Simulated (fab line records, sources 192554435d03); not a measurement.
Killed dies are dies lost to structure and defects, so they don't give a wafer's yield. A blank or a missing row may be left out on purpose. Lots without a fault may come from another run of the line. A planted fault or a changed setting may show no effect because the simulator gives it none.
Chamber matching | flow n5_finfet | N5_BEOL_M13_TRENCH_ETCH_34 on rie_diel-03: 4 sister chambers
The step etches SiOC in C4F8/O2/Ar, target depth 413.47 nm, time 162.6 s. 4 wafers are shown with their chamber, then 11 later ones without.

WAFERS WITH THEIR CHAMBER
wafer  | chamber | showerhead_plenum_p_Torr (Torr)
L086.4 | 2       | 3.38
L090.2 | 3       | 3.60
L090.5 | 0       | 3.50
L093.2 | 1       | 3.36

WAFERS WITHOUT THEIR CHAMBER
wafer  | showerhead_plenum_p_Torr (Torr)
L093.4 | 3.59
L093.5 | 3.59
L095.1 | 3.59
L095.3 | 3.50
L095.4 | 3.38
L094.1 | 3.35
L094.4 | 3.50
L094.6 | 3.35
L096.1 | 3.35
L096.3 | 3.50
L096.4 | 3.59

WHICH CHAMBER EACH WENT THROUGH
wafer  | from the rows above | in truth
L093.4 | 3                   | 3
L093.5 | 3                   | 3
L095.1 | 3                   | 3
L095.3 | 0                   | 0
L095.4 | 2                   | 2
L094.1 | 1                   | 1
L094.4 | 0                   | 0
L094.6 | 1                   | 1
L096.1 | 1                   | 1
L096.3 | 0                   | 0
L096.4 | 3                   | 3
Placed correctly: 11 of 11. Can't be placed from these rows: 0. Placed wrongly: 0.
How it was worked out, from the rows above alone: a wafer's distance from a chamber is the root of the sum, over the readings, of the square of ((its reading less the chamber's mean) divided by the reading's scatter). The wafer belongs to the nearest chamber; if the next one is less than 2 further off, it can't be placed. A chamber's mean is the mean of its shown wafers. The scatter: with one shown wafer a chamber, the root of the mean of the squares of how far each hidden wafer lies from its nearest shown one.
